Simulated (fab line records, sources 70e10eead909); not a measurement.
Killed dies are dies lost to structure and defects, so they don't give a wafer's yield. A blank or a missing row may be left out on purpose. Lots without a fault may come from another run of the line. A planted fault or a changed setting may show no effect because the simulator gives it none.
Which tool did it? | flow nand_harc | 24 lots, 72 wafers sampled, at 4 steps of a route of 1302

WHAT THE GAUGES READ, wafer by wafer
NHARC_P_STI_INSPECT_11. Usual: raw_defect_count 6, standard deviation 3.2.
lot  | measured     | on                | raw_defect_count | flag
L074 | day 3 01:45  | defect_inspect-02 | 12 11 6          |
L075 | day 3 08:11  | defect_inspect-02 | 4 10 8           |
L076 | day 3 15:49  | defect_inspect-01 | 13 5 5           |
L077 | day 4 02:46  | defect_inspect-01 | 3 2 3            |
L078 | day 4 10:18  | defect_inspect-02 | 3 2 2            |
L079 | day 4 22:38  | defect_inspect-02 | 10 2 4           |
L080 | day 5 06:35  | defect_inspect-01 | 9 8 5            |
L081 | day 5 18:53  | defect_inspect-01 | 5 5 3            |
L082 | day 6 04:30  | defect_inspect-01 | 6 5 9            |
L083 | day 6 13:16  | defect_inspect-02 | 1 6 6            |
L084 | day 6 22:56  | defect_inspect-02 | 14 9 5           |
L085 | day 7 09:57  | defect_inspect-01 | 6 7 4            |
L086 | day 7 19:18  | defect_inspect-01 | 5 10 10          |
L087 | day 8 05:58  | defect_inspect-02 | 5 5 12           |
L088 | day 8 16:41  | defect_inspect-02 | 5 2 6            |
L089 | day 9 01:13  | defect_inspect-02 | 8 4 6            |
L090 | day 9 10:56  | defect_inspect-02 | 9 5 9            |
L091 | day 9 20:50  | defect_inspect-01 | 12 11 11         |
L092 | day 10 06:15 | defect_inspect-02 | 11 3 7           |
L093 | day 10 17:11 | defect_inspect-01 | 8 6 6            |
L094 | day 11 07:13 | defect_inspect-02 | 6 14 10          |
L095 | day 11 14:38 | defect_inspect-01 | 7 7 14           |
L096 | day 11 23:04 | defect_inspect-02 | 4 4 9            |
L097 | day 12 09:38 | defect_inspect-01 | 4 2 6            |

NHARC_P_STI_OCD_MEAS_43. Usual: trench_depth_nm 301.2 nm, standard deviation 2.8; trench_foot_cd_nm 157.6 nm, standard deviation 1.7.
lot  | measured     | on     | trench_depth_nm (nm) | trench_foot_cd_nm (nm) | flag
L074 | day 3 02:55  | ocd-01 | 300.1 301.0 299.5    | 157.0 156.3 156.9      |
L075 | day 3 09:22  | ocd-02 | 295.1 297.7 295.0    | 158.0 158.2 159.4      |
L076 | day 3 16:59  | ocd-01 | 302.7 301.4 297.1    | 161.1 160.5 161.5      |
L077 | day 4 03:55  | ocd-01 | 304.5 303.8 304.0    | 158.7 156.0 156.2      |
L078 | day 4 11:29  | ocd-01 | 302.3 300.1 302.8    | 155.0 158.0 155.9      |
L079 | day 4 23:48  | ocd-01 | 298.5 303.1 300.6    | 158.6 157.3 156.6      |
L080 | day 5 07:52  | ocd-01 | 303.8 302.4 304.6    | 156.5 156.1 157.8      |
L081 | day 5 20:04  | ocd-01 | 301.5 303.3 304.7    | 158.7 158.9 160.4      |
L082 | day 6 05:42  | ocd-02 | 302.0 307.2 302.9    | 157.5 158.6 157.5      |
L083 | day 6 14:27  | ocd-01 | 301.1 303.6 304.9    | 160.3 159.9 157.1      |
L084 | day 7 00:08  | ocd-01 | 305.5 302.9 304.0    | 158.3 161.7 157.8      |
L085 | day 7 11:09  | ocd-01 | 300.2 301.7 302.0    | 156.8 155.7 157.9      |
L086 | day 7 20:28  | ocd-02 | 301.0 299.0 298.6    | 157.3 156.6 158.1      |
L087 | day 8 07:08  | ocd-02 | 305.0 300.0 300.3    | 158.5 156.2 155.8      |
L088 | day 8 17:53  | ocd-02 | 301.2 299.0 300.7    | 160.8 159.7 158.6      |
L089 | day 9 02:32  | ocd-01 | 305.2 301.1 304.2    | 158.1 158.6 161.3      |
L090 | day 9 12:06  | ocd-02 | 297.0 295.3 296.9    | 159.1 157.4 159.1      |
L091 | day 9 22:00  | ocd-01 | 298.1 300.9 301.7    | 158.7 158.1 157.7      |
L092 | day 10 07:26 | ocd-02 | 302.7 304.4 297.7    | 157.7 157.9 158.8      |
L093 | day 10 18:21 | ocd-01 | 300.7 304.0 303.7    | 157.1 156.1 155.9      |
L094 | day 11 08:25 | ocd-02 | 304.8 302.2 299.8    | 152.5 155.7 154.3      |
L095 | day 11 15:48 | ocd-01 | 300.0 301.3 294.0    | 156.4 157.0 158.0      |
L096 | day 12 00:19 | ocd-02 | 296.5 301.3 299.5    | 156.5 158.3 155.6      |
L097 | day 12 10:48 | ocd-02 | 298.4 301.9 299.4    | 160.2 156.3 158.9      |

WHICH TOOL RAN EACH LOT (tool, then ch and the chambers of the sampled wafers, then the start)
lot  | NHARC_P_ZERO_WELL_ETCH_63        | NHARC_P_STI_ETCH_42
L074 | rie_si-04 ch 0,2,3, day 1 21:33  | rie_diel-04 ch 0,1, day 3 01:58
L075 | rie_si-05 ch 0,1, day 2 08:34    | rie_diel-11 ch 0,1,3, day 3 08:25
L076 | rie_si-04 ch 0,2, day 2 17:40    | rie_diel-04 ch 0,1,2, day 3 16:02
L077 | rie_si-05 ch 1,2,3, day 3 03:33  | rie_diel-10 ch 0,1,2, day 4 02:59
L078 | rie_si-04 ch 0,2, day 3 13:34    | rie_diel-10 ch 0,3, day 4 10:31
L079 | rie_si-05 ch 0,2,3, day 3 23:41  | rie_diel-11 ch 1,2,3, day 4 22:52
L080 | rie_si-04 ch 0,1,2, day 4 09:39  | rie_diel-04 ch 0,1,2, day 5 06:48
L081 | rie_si-05 ch 0,2,3, day 4 19:32  | rie_diel-11 ch 1,2,3, day 5 19:06
L082 | rie_si-03 ch 0,2,3, day 5 05:40  | rie_diel-04 ch 1,2,3, day 6 04:44
L083 | rie_si-05 ch 0,1, day 5 15:40    | rie_diel-04 ch 0,1,3, day 6 13:29
L084 | rie_si-04 ch 0,1,2, day 6 01:36  | rie_diel-11 ch 0,1,3, day 6 23:10
L085 | rie_si-03 ch 1,3, day 6 11:34    | rie_diel-04 ch 2,3, day 7 10:10
L086 | rie_si-03 ch 1,2,3, day 6 21:41  | rie_diel-10 ch 0,2,3, day 7 19:31
L087 | rie_si-04 ch 1,3, day 7 07:52    | rie_diel-04 ch 2,3, day 8 06:11
L088 | rie_si-05 ch 1,2,3, day 7 17:35  | rie_diel-10 ch 0,1, day 8 16:55
L089 | rie_si-05 ch 1,2,3, day 8 03:42  | rie_diel-04 ch 1,3, day 9 01:35
L090 | rie_si-04 ch 1,2, day 8 13:41    | rie_diel-11 ch 0,1,3, day 9 11:10
L091 | rie_si-03 ch 0,1,3, day 8 23:55  | rie_diel-11 ch 0,2,3, day 9 21:04
L092 | rie_si-04 ch 1,2,3, day 9 09:39  | rie_diel-10 ch 0,1,3, day 10 06:29
L093 | rie_si-05 ch 1,2,3, day 9 20:16  | rie_diel-04 ch 0,2,3, day 10 17:25
L094 | rie_si-04 ch 0,1,3, day 10 05:46 | rie_diel-04 ch 0,2,3, day 11 07:27
L095 | rie_si-03 ch 0,1,3, day 10 15:39 | rie_diel-11 ch 0,1,3, day 11 14:52
L096 | rie_si-04 ch 1,2,3, day 11 01:42 | rie_diel-04 ch 1,2, day 11 23:20
L097 | rie_si-03 ch 0,2,3, day 11 11:33 | rie_diel-10 ch 0,2, day 12 09:51
- NHARC_P_ZERO_WELL_ETCH_63: etches the open film in HBr/Cl2, target depth 120 nm, time 40.1 s.
- NHARC_P_STI_ETCH_42: etches the open film in N2/H2, target depth 80 nm, overetch 24 nm, time 61 s.

WHAT THE TOOLS THEMSELVES READ (means of the sampled wafers that have a number; where no wafer has one, the mark that the record gives instead)
NHARC_P_ZERO_WELL_ETCH_63. Usual: drypump_motor_current_A 5.9 A, standard deviation 0.58; hbr_flow_sccm 150.1 sccm, standard deviation 0.43; oes_product_au 1.001 a.u., standard deviation 0.0069; rf_fwd_power_W 394.6 W, standard deviation 2; throttle_valve_pct 26.405 %, standard deviation 0.01.
lot  | tool      | drypump_motor_current_A (A) | hbr_flow_sccm (sccm) | oes_product_au (a.u.) | rf_fwd_power_W (W) | throttle_valve_pct (%) | flag
L074 | rie_si-04 | 6.0                         | 150.0                | 1.009                 | 394.3              | 26.393                 |
L075 | rie_si-05 | 6.3                         | 149.9                | 0.993                 | 393.5              | 26.412                 |
L076 | rie_si-04 | 6.2                         | 150.1                | 1.000                 | 397.8              | 26.411                 |
L077 | rie_si-05 | 5.8                         | 150.3                | 0.991                 | 393.5              | 26.406                 |
L078 | rie_si-04 | 6.1                         | 150.4                | 1.004                 | 394.3              | 26.404                 |
L079 | rie_si-05 | 5.9                         | 150.3                | 1.005                 | 395.0              | 26.400                 |
L080 | rie_si-04 | 6.1                         | 150.0                | 1.004                 | 394.6              | 26.401                 |
L081 | rie_si-05 | 5.9                         | 149.8                | 0.999                 | 394.8              | 26.403                 |
L082 | rie_si-03 | 5.4                         | 149.6                | 0.993                 | 394.1              | 26.399                 |
L083 | rie_si-05 | 6.3                         | 150.5                | 1.010                 | 393.3              | 26.395                 |
L084 | rie_si-04 | 6.0                         | 150.0                | 1.005                 | 396.5              | 26.411                 |
L085 | rie_si-03 | 5.3                         | 150.2                | 0.998                 | 395.3              | 26.412                 |
L086 | rie_si-03 | 5.5                         | 150.2                | 1.005                 | 393.6              | 26.396                 |
L087 | rie_si-04 | 6.3                         | 150.5                | 1.008                 | 395.4              | 26.405                 |
L088 | rie_si-05 | 5.8                         | 150.4                | 0.997                 | 394.2              | 26.399                 |
L089 | rie_si-05 | 5.9                         | 150.0                | 0.998                 | 394.7              | 26.412                 |
L090 | rie_si-04 | 6.0                         | 149.8                | 0.994                 | 395.3              | 26.412                 |
L091 | rie_si-03 | 5.2                         | 150.2                | 0.995                 | 395.1              | 26.409                 |
L092 | rie_si-04 | 5.9                         | 149.7                | 0.997                 | 395.3              | 26.404                 |
L093 | rie_si-05 | 5.9                         | 150.1                | 0.998                 | 394.1              | 26.415                 |
L094 | rie_si-04 | 6.4                         | 150.2                | 1.006                 | 395.0              | 26.401                 |
L095 | rie_si-03 | 5.2                         | 150.0                | 0.995                 | 395.4              | 26.411                 |
L096 | rie_si-04 | 5.9                         | 150.1                | 1.007                 | 394.8              | 26.411                 |
L097 | rie_si-03 | 5.3                         | 150.2                | 0.996                 | 395.5              | 26.410                 |

NHARC_P_STI_ETCH_42. Usual: drypump_motor_current_A 5.7 A, standard deviation 0.52; oes_product_au 0.999 a.u., standard deviation 0.0081; rf_fwd_power_W 396.0 W, standard deviation 2; rf_vpp_V 431.5 V, standard deviation 2.4; showerhead_plenum_p_Torr 2.08 Torr, standard deviation 0.079; throttle_valve_pct 14.171 %, standard deviation 0.009.
lot  | tool        | drypump_motor_current_A (A) | oes_product_au (a.u.) | rf_fwd_power_W (W) | rf_vpp_V (V) | showerhead_plenum_p_Torr (Torr) | throttle_valve_pct (%) | flag
L074 | rie_diel-04 | 5.7                         | 1.002                 | 397.1              | 431.2        | 2.06                            | 14.176                 |
L075 | rie_diel-11 | 5.5                         | 1.000                 | 396.5              | 431.2        | 2.04                            | 14.176                 |
L076 | rie_diel-04 | 5.7                         | 0.993                 | 397.0              | 430.8        | 2.05                            | 14.167                 |
L077 | rie_diel-10 | 6.0                         | 0.997                 | 394.6              | 431.9        | 2.11                            | 14.175                 |
L078 | rie_diel-10 | 5.5                         | 1.011                 | 395.8              | 433.9        | 2.15                            | 14.181                 |
L079 | rie_diel-11 | 5.9                         | 0.994                 | 396.8              | 429.6        | 2.03                            | 14.170                 |
L080 | rie_diel-04 | 5.8                         | 0.996                 | 396.9              | 430.0        | 2.05                            | 14.171                 |
L081 | rie_diel-11 | 5.9                         | 0.993                 | 395.4              | 429.7        | 2.03                            | 14.167                 |
L082 | rie_diel-04 | 5.7                         | 0.992                 | 396.8              | 431.7        | 2.08                            | 14.168                 |
L083 | rie_diel-04 | 5.6                         | 0.995                 | 396.4              | 431.6        | 2.09                            | 14.181                 |
L084 | rie_diel-11 | 5.5                         | 1.000                 | 396.1              | 430.5        | 2.04                            | 14.168                 |
L085 | rie_diel-04 | 5.5                         | 1.002                 | 396.7              | 431.3        | 2.05                            | 14.167                 |
L086 | rie_diel-10 | 5.9                         | 1.010                 | 395.5              | 432.5        | 2.12                            | 14.179                 |
L087 | rie_diel-04 | 5.5                         | 0.996                 | 395.2              | 431.2        | 2.05                            | 14.167                 |
L088 | rie_diel-10 | 6.0                         | 1.004                 | 393.7              | 432.1        | 2.10                            | 14.166                 |
L089 | rie_diel-04 | 5.6                         | 0.992                 | 397.1              | 432.4        | 2.12                            | 14.163                 |
L090 | rie_diel-11 | 5.5                         | 0.998                 | 395.5              | 430.1        | 2.04                            | 14.171                 |
L091 | rie_diel-11 | 6.1                         | 0.996                 | 394.7              | 431.0        | 2.07                            | 14.172                 |
L092 | rie_diel-10 | 5.5                         | 1.009                 | 395.7              | 433.4        | 2.13                            | 14.173                 |
L093 | rie_diel-04 | 5.6                         | 0.994                 | 395.7              | 430.0        | 2.02                            | 14.174                 |
L094 | rie_diel-04 | 5.6                         | 0.991                 | 397.2              | 429.6        | 2.02                            | 14.171                 |
L095 | rie_diel-11 | 5.5                         | 1.002                 | 395.7              | 430.4        | 2.04                            | 14.167                 |
L096 | rie_diel-04 | 5.8                         | 0.991                 | 394.7              | 433.1        | 2.12                            | 14.174                 |
L097 | rie_diel-10 | 6.5                         | 0.994                 | 396.6              | 432.3        | 2.09                            | 14.169                 |

THE ANSWER, worked out from the rows above alone
Rule: a lot is off if the mean of its wafers that have a number lies more than 3 standard deviations from the usual mean. A lot without any number at a reading at which 4 lots or more have one is off too. The other lots that the step has rows for count as sound. The gauges are gone through in route order, then the tools' own readings, and for those a lot's mean is taken as printed above. The first step at which some lot is off is used, and at that step the reading that is off furthest; a lot without a number counts as furthest.
No lot is off at any reading shown: from this, nothing can be told.

WHAT THE SIMULATOR HAD PUT IN
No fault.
